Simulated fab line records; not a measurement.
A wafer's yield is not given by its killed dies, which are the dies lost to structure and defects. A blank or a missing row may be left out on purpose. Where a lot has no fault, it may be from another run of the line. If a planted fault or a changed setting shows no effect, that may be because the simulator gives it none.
Check for tools in common + flow nand_harc + 12 lots and 36 wafers in the sample

THE REASON FOR OPENING IT
At NHARC_A_ONON_D1_THK_MEAS_02 the reading thk_nm is flagged on 2 of 12 lots. Fault-free wafers read 1001 nm, with a standard deviation of 9.7.
Rule: a lot gets a flag if all its wafers with a number sit over 4 standard deviations from that mean, or if no wafer of it has a number. As for the other lots, they are considered sound.

| lot  | measured     | on            | thk_nm (nm), wafer by wafer | flag    |
|------|--------------|---------------|-----------------------------|---------|
| L810 | day 7 22:51  | film_metro-02 | 992 991 994                 |         |
| L811 | day 7 22:53  | film_metro-01 | 1025 1023 1024              |         |
| L813 | day 8 06:27  | film_metro-02 | 1012 1012 1013              |         |
| L812 | day 8 06:30  | film_metro-02 | 1009 1010 1011              |         |
| L819 | day 9 18:51  | film_metro-01 | 923 920 922                 | FLAGGED |
| L821 | day 10 18:04 | film_metro-01 | 903 903 903                 | FLAGGED |
| L827 | day 11 19:56 | film_metro-01 | 998 996 997                 |         |
| L828 | day 11 19:57 | film_metro-02 | 988 987 987                 |         |
| L829 | day 12 08:23 | film_metro-01 | 994 994 995                 |         |
| L831 | day 12 12:13 | film_metro-02 | 1015 1015 1015              |         |
| L832 | day 12 19:20 | film_metro-01 | 991 991 991                 |         |
| L833 | day 13 04:37 | film_metro-02 | 1001 1003 1001              |         |
Average over the flagged lots: 912 nm; offset from the usual -89 nm, equal to -9 standard deviations.

WHICH TOOL RAN EACH LOT
2 process steps preceding the reading are held in the record, out of 1159 steps in the route. Every cell lists first the tool, next ch and the chambers used by the sampled wafers, and last the start.
| lot  | flag    | NHARC_P_BONDPAD_STRIP_15           | NHARC_A_ONON_D1_DEP_00           |
|------|---------|------------------------------------|----------------------------------|
| L810 |         | rie_diel-03 ch 0,2,3, day 6 20:07  | pecvd_onon-01 ch 0, day 7 22:20  |
| L811 |         | rie_diel-03 ch 0,1,3, day 6 20:38  | pecvd_onon-03 ch 0, day 7 22:26  |
| L813 |         | rie_diel-03 ch 1,2,3, day 7 04:42  | pecvd_onon-03 ch 0, day 8 05:56  |
| L812 |         | rie_diel-01 ch 1,2,3, day 7 03:25  | pecvd_onon-01 ch 0, day 8 06:02  |
| L819 | FLAGGED | rie_diel-03 ch 0,1,3, day 8 14:41  | pecvd_onon-02 ch 0, day 9 18:20  |
| L821 | FLAGGED | rie_diel-01 ch 0,1, day 9 16:33    | pecvd_onon-02 ch 0, day 10 17:33 |
| L827 |         | rie_diel-03 ch 0,2,3, day 10 16:44 | pecvd_onon-03 ch 0, day 11 19:26 |
| L828 |         | rie_diel-03 ch 0,2,3, day 10 19:13 | pecvd_onon-01 ch 0, day 11 19:26 |
| L829 |         | rie_diel-03 ch 1,2,3, day 11 04:26 | pecvd_onon-03 ch 0, day 12 07:53 |
| L831 |         | rie_diel-03 ch 0,1, day 11 11:09   | pecvd_onon-03 ch 0, day 12 11:47 |
| L832 |         | rie_diel-03 ch 0,1,3, day 11 15:46 | pecvd_onon-03 ch 0, day 12 18:50 |
| L833 |         | rie_diel-03 ch 0,2, day 12 02:38   | pecvd_onon-03 ch 0, day 13 04:13 |
What the steps here do:
- NHARC_P_BONDPAD_STRIP_15: strips in O2.
- NHARC_A_ONON_D1_DEP_00: target thk 1000 nm.
- NHARC_A_ONON_D1_THK_MEAS_02: measures by ellipsometry.

FLAGGED AGAINST TOTAL, ONE TOOL AT A TIME (gauges that did the reading follow at the end)
| step                        | tool          | lots run | flagged | share of the flagged lots | sound lots run after its first flagged lot |
|-----------------------------|---------------|----------|---------|---------------------------|--------------------------------------------|
| NHARC_P_BONDPAD_STRIP_15    | rie_diel-01   | 2        | 1       | some                      | 0                                          |
| NHARC_P_BONDPAD_STRIP_15    | rie_diel-03   | 10       | 1       | some                      | 6 (L827,L828,L829,L831,L832,L833)          |
| NHARC_A_ONON_D1_DEP_00      | pecvd_onon-01 | 3        | 0       | none                      | -                                          |
| NHARC_A_ONON_D1_DEP_00      | pecvd_onon-02 | 2        | 2       | all                       | 0                                          |
| NHARC_A_ONON_D1_DEP_00      | pecvd_onon-03 | 7        | 0       | none                      | -                                          |
| NHARC_A_ONON_D1_THK_MEAS_02 | film_metro-01 | 6        | 2       | all                       | 3 (L827,L829,L832)                         |
| NHARC_A_ONON_D1_THK_MEAS_02 | film_metro-02 | 6        | 0       | none                      | -                                          |

THE TABLE: WHAT IT ALLOWS
In 2 table rows, all flagged lots were run: pecvd_onon-02 (NHARC_A_ONON_D1_DEP_00), film_metro-01 (NHARC_A_ONON_D1_THK_MEAS_02).
- pecvd_onon-02 at NHARC_A_ONON_D1_DEP_00: 2 of its 2 lots flagged. It ran no sound lot before its first flagged lot in this sample, so the start can't be narrowed down.
- film_metro-01 at NHARC_A_ONON_D1_THK_MEAS_02: 2 of its 6 lots flagged. Sound lots ran on it after the first flagged one (L827, L829, L832), which a lasting fault on the whole tool wouldn't allow.
Left over: one tool, pecvd_onon-02 at NHARC_A_ONON_D1_DEP_00.

WHAT WAS PUT IN BY THE SIMULATOR
Site profile drift: pecvd_onon-02, from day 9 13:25 on, at NHARC_A_ONON_D1_DEP_00. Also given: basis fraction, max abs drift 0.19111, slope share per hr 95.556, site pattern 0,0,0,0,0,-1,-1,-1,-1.
Struck lots among those shown: L819, L821. The rule given above showed the same thing.
